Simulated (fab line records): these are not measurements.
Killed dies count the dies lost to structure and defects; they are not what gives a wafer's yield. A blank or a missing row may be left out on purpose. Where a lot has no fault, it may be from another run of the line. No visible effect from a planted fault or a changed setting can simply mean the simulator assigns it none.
Which tool was responsible? | flow n5-finfet | Sampling: 12 lots, 36 wafers, 6 of 1938 route steps

== WHAT THE GAUGES READ, wafer by wafer ==
N5_BEOL_M5_THK_MEAS_53: measures by xrf.
lot  | measured     | on            | M5_THK (nm)
L075 | day 8 19:21  | film-metro-02 | 63.1 60.6 64.0
L077 | day 9 05:19  | film-metro-01 | 63.3 62.5 61.7
L079 | day 9 22:51  | film-metro-02 | 64.0 62.0 62.3
L080 | day 10 13:28 | film-metro-02 | 64.0 60.0 63.3
L083 | day 10 23:44 | film-metro-01 | 62.7 63.6 64.2
L085 | day 11 11:11 | film-metro-01 | 59.9 61.1 59.7
L087 | day 12 04:16 | film-metro-01 | 62.5 60.3 60.2
L091 | day 12 21:52 | film-metro-01 | 61.7 61.6 60.1
L088 | day 13 06:47 | film-metro-02 | 64.5 63.1 61.0
L095 | day 13 19:38 | film-metro-01 | 58.9 60.5 62.2
L093 | day 14 17:18 | film-metro-02 | 61.3 64.9 62.5
L097 | day 15 19:31 | film-metro-01 | 58.1 62.2 62.6

== EACH LOT AND THE TOOL THAT RAN IT (in order: tool; ch and the chambers of the sampled wafers; start) ==
lot  | N5_BEOL_M5_HM_DEP_02         | N5_BEOL_M5_ETCH_75                 | N5_BEOL_M5_SPUTTER_81        | N5_BEOL_M5_SPUTTER_83        | N5_BEOL_M5_ANNEAL_89
L075 | pvd-sputter-01, day 8 10:40  | rie-diel-03 ch 0,3, day 8 12:34    | pvd-sputter-01, day 8 15:18  | pvd-sputter-01, day 8 16:23  | pvd-sputter-01, day 8 17:33
L077 | pvd-sputter-03, day 8 17:29  | rie-diel-03 ch 0,1, day 8 21:44    | pvd-sputter-03, day 9 00:49  | pvd-sputter-03, day 9 01:54  | pvd-sputter-03, day 9 03:04
L079 | pvd-sputter-02, day 9 10:49  | rie-diel-04 ch 0,2,3, day 9 14:20  | pvd-sputter-03, day 9 17:43  | pvd-sputter-03, day 9 18:48  | pvd-sputter-03, day 9 19:58
L080 | pvd-sputter-03, day 10 03:58 | rie-diel-03 ch 1,2,3, day 10 06:25 | pvd-sputter-01, day 10 09:25 | pvd-sputter-01, day 10 10:29 | pvd-sputter-01, day 10 11:40
L083 | pvd-sputter-01, day 10 12:45 | rie-diel-04 ch 0,2, day 10 16:38   | pvd-sputter-01, day 10 19:40 | pvd-sputter-01, day 10 20:45 | pvd-sputter-01, day 10 21:55
L085 | pvd-sputter-01, day 10 23:47 | rie-diel-05 ch 0,3, day 11 01:56   | pvd-sputter-03, day 11 07:07 | pvd-sputter-03, day 11 08:13 | pvd-sputter-03, day 11 09:23
L087 | pvd-sputter-03, day 11 17:17 | rie-diel-05 ch 0,2, day 11 21:27   | pvd-sputter-03, day 12 00:12 | pvd-sputter-03, day 12 01:17 | pvd-sputter-03, day 12 02:28
L091 | pvd-sputter-02, day 12 11:52 | rie-diel-04 ch 0,1,3, day 12 13:30 | pvd-sputter-02, day 12 17:45 | pvd-sputter-02, day 12 18:50 | pvd-sputter-02, day 12 20:01
L088 | pvd-sputter-01, day 12 17:36 | rie-diel-04 ch 1,2, day 12 22:29   | pvd-sputter-02, day 13 02:42 | pvd-sputter-02, day 13 03:47 | pvd-sputter-02, day 13 04:58
L095 | pvd-sputter-03, day 13 09:31 | rie-diel-03 ch 0,1,3, day 13 12:41 | pvd-sputter-02, day 13 15:35 | pvd-sputter-02, day 13 16:41 | pvd-sputter-02, day 13 17:50
L093 | pvd-sputter-02, day 14 07:15 | rie-diel-03 ch 0,1,3, day 14 09:28 | pvd-sputter-02, day 14 13:14 | pvd-sputter-02, day 14 14:20 | pvd-sputter-02, day 14 15:29
L097 | pvd-sputter-03, day 15 06:02 | rie-diel-04 ch 1,2,3, day 15 10:47 | pvd-sputter-01, day 15 15:17 | pvd-sputter-01, day 15 16:23 | pvd-sputter-01, day 15 17:32
- N5_BEOL_M5_HM_DEP_02: deposits TiN, target thk 20 nm.
- N5_BEOL_M5_ETCH_75: etches underlayer in N2/H2, target depth 6.5 nm, time 5.2 s.
- N5_BEOL_M5_SPUTTER_81: material Cu, target thk 15 nm, time 27.62 s.
- N5_BEOL_M5_SPUTTER_83: material Cu, target thk 15 nm, time 27.62 s.
- N5_BEOL_M5_ANNEAL_89: time 1800 s.

== THE ANSWER, worked out from the rows above alone ==
Rule: the lots themselves supply what counts as usual. Put in order of their means at a reading, lots are off if they are a third of the lots or fewer, leave a main group of 4 or more, and stand apart from it by a gap of 3 or more times the standard deviation of the main group's means; of several such gaps the widest counts. If all means in a main group match to the digits the tables above print for the reading, that group is not used. A lot without any number at a reading at which 4 lots or more have one is off too. All remaining lots with rows at the step are treated as sound.
Across all readings shown, no lot is off: no conclusion can be drawn from this.

== WHAT THE SIMULATOR HAD INSERTED ==
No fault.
